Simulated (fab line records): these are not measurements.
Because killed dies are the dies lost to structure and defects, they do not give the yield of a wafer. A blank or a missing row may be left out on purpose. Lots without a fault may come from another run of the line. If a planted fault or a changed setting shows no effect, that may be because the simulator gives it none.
Comparing a struck lot with a sound one    flow nandHarc    44 steps out of a route of 1302
Sound: wafers L573.3, L573.5, L573.6. The struck wafers were L582.4, L582.5, L582.6. At the end, the cause is stated.
Per side, at each step with rows, come the tool, then ch with its chambers, and then its first start. Under that, the readings that differ: sound wafers    struck wafers    difference of the means    sigmas: that difference in standard deviations of wafers without a fault.
alike: words and numbers the same on both sides, and readings whose means are apart by under 2 such deviations; not compared: readings that were withheld, readings missing a value for some wafer, numbers with overlapping values and no deviation given by the record, and bounds like >300 which may hide the same value.
Wherever a step has rows on one side only, a row that says differs or no value, or a row with sigmas, the two part there. When numbers do not overlap yet have no deviation, they are printed without sigmas and do not part them. Lack of a reading on every wafer of one side parts them only where that side has two or more wafers.

first, 7 steps without rows for these wafers: NHARC_P_GATE_HMDS_04 (time 30 s); NHARC_P_GATE_COAT_05; NHARC_P_GATE_SOFTBAKE_06 (time 95 s); NHARC_P_GATE_EBR_07; NHARC_P_GATE_EXPOSE_08 (exposes mask P HV); NHARC_P_GATE_PEB_09 (peb time 85 s); NHARC_P_GATE_DEVELOP_10 (time 70 s).
NHARC_P_GATE_CD_MEAS_11 targets a cd of 1640 nm.
  sound on cdSem-03 ch 0, day 8 00:04; struck on cdSem-02 ch 0, day 11 16:55
  alike: cdNm
then, 4 steps without rows for these wafers: NHARC_P_GATE_HARDBAKE_12 (time 80 s); NHARC_P_GATE_DESCUM_13 (chemistry O2, time 3 s); NHARC_P_GATE_ETCH_14 (etches SiO2 in dHF, target depth 48.8 nm); NHARC_P_GATE_STRIP_15 (strips in SPM, time 780 s).
NHARC_P_GATE_PRECLEAN_71: cleans in SC1.
  sound on wetBench-06 ch 3,5,6, day 8 00:26; struck on wetBench-06 ch 2,5,7, day 11 17:17
  alike: h2o2FlowMLMin
then, 3 steps without rows for these wafers: NHARC_P_GATE_SRD_72; NHARC_P_GATE_OXIDE_16 (material SiO2, target thk 3 nm, ox time 392 s); NHARC_P_GATE_CVD_17 (deposits poly-Si, target thk 150 nm, time 900 s).
NHARC_P_GATE_HM_DEP_102: deposits aC, target thk 120 nm.
  sound on aclDep-01 ch 0, day 8 14:40; struck on aclDep-03 ch 0, day 12 11:08
  alike: throttleValvePct
NHARC_P_GATE_DEP_103: deposits SiON, target thk 30 nm.
  sound on pecvd-02 ch 0,1,2, day 8 15:08; struck on pecvd-02 ch 0,1,2, day 12 11:34
  alike: heaterPowerW
  not compared: sinceWetCleanH
then, 8 steps without rows for these wafers: NHARC_P_GATE_DEHYDRATE_18 (time 120 s); NHARC_P_GATE_HMDS_19 (time 30 s); NHARC_P_GATE_COAT_20 (resist thk 90 nm); NHARC_P_GATE_SOFTBAKE_21 (time 55 s); NHARC_P_GATE_EBR_22; NHARC_P_GATE_EXPOSE_23 (exposes mask P GATE, target cd 120 nm); NHARC_P_GATE_PEB_24 (peb time 65 s); NHARC_P_GATE_DEVELOP_25 (develop time 35 s).
NHARC_P_GATE_CD_MEAS_26 targets a cd of 120 nm.
  sound on cdSem-01 ch 0, day 8 15:48; struck on cdSem-02 ch 0, day 12 12:10
  alike: cdNm
NHARC_P_GATE_OVL_MEAS_27:
  struck on overlay-01, day 12 12:14; sound on overlay-01, day 8 15:53
  alike: overlayXNm, overlayYNm
NHARC_P_GATE_INSPECT_28:
  struck on defectInspect-02, day 12 12:17; sound on defectInspect-01, day 8 15:55
reading         sound  struck          difference  sigmas
rawDefectCount  3 6 9  1486 1474 1411  +1451       +99 or more
then, 4 steps without rows for these wafers: NHARC_P_GATE_DESCUM_31 (chemistry O2, time 3 s); NHARC_P_GATE_ETCH_104 (etches the open film in CF4/CHF3, target depth 60 nm); NHARC_P_GATE_HM_OPEN_105 (chemistry O2/COS, target depth 360 nm); NHARC_P_GATE_STRIP_106 (strips in O2/COS).
NHARC_P_GATE_ETCH_114: etches the open film in CF4/O2, target depth 30 nm, overetch 3 nm, time 16.5 s.
  sound: rieDiel-06 ch 0,3; struck: rieDiel-06 ch 0,1
reading              sound              struck             difference  sigmas
oesProductAu (a.u.)  1.025 1.000 1.009  0.988 0.994 0.994  -0.019      -2
  alike: drypumpMotorCurrentA, mfcArSccm, rfVppV, showerheadPlenumPTorr, throttleValvePct
  not compared: rfHoursCounterH
NHARC_P_GATE_ETCH_32: etches the open film in HBr/Cl2, target depth 150 nm, time 100.1 s.
  sound on rieSi-02 ch 1,2, day 8 16:27; struck on rieSi-02 ch 2,3, day 12 12:49
  alike: drypumpMotorCurrentA, oesProductAu, throttleValvePct
  not compared: rfHoursCounterH
then, 1 step without rows for these wafers: NHARC_P_GATE_STRIP_108 (strips in O2).
NHARC_P_GATE_CD_MEAS_33:
  struck on cdSem-03, day 12 13:08; sound on cdSem-02, day 8 16:47
  alike: cdNm
then, 3 steps without rows for these wafers: NHARC_P_GATE_STRIP_35 (strips in SPM, time 600 s); NHARC_P_GATE_PRECLEAN_73 (cleans in SC1); NHARC_P_GATE_SRD_74.
NHARC_P_GATE_ALD_36: deposits SiNx, target thk 20 nm, pulse time 60 s, ald cycles 223.
  sound on aldSin-02 ch 1,2,3, day 8 20:23; struck on aldSin-03 ch 0,1,3, day 12 16:44
  alike: heaterPowerW, precursorPulseHeightRel
  not compared: sinceWetCleanH
then, 1 step without rows for these wafers: NHARC_P_GATE_ETCHBACK_37 (etches the open film in CHF3/O2, target depth 34.5 nm, time 17.2 s).
NHARC_P_GATE_INSPECT_68:
  struck on defectInspect-01, day 13 06:41; sound on defectInspect-01, day 9 10:11
reading         sound        struck          difference  sigmas
rawDefectCount  371 314 206  1681 1711 1730  +1410       +22
-- record jumps: 19 days between struck wafers' starts before vs after; left off in module P_GATE, resumes in module END, first step shown is number 1302 of the route --
NHARC_END_SORT_01:
  sound on prober-02 ch 0, day 28 07:25; struck on prober-02 ch 0, day 32 07:15
reading            sound     struck       difference  sigmas
killedAtPeriphery  7 6 6     106 108 63   +86         +31
killedDies         83 80 65  143 142 105  +54         +3
  alike: killedAtArray, killedAtOther, killedOpen, killedShort

WHERE THEY PART
First at NHARC_P_GATE_INSPECT_28; last, within this record, at NHARC_END_SORT_01.

WHY: what had been put in by the simulator
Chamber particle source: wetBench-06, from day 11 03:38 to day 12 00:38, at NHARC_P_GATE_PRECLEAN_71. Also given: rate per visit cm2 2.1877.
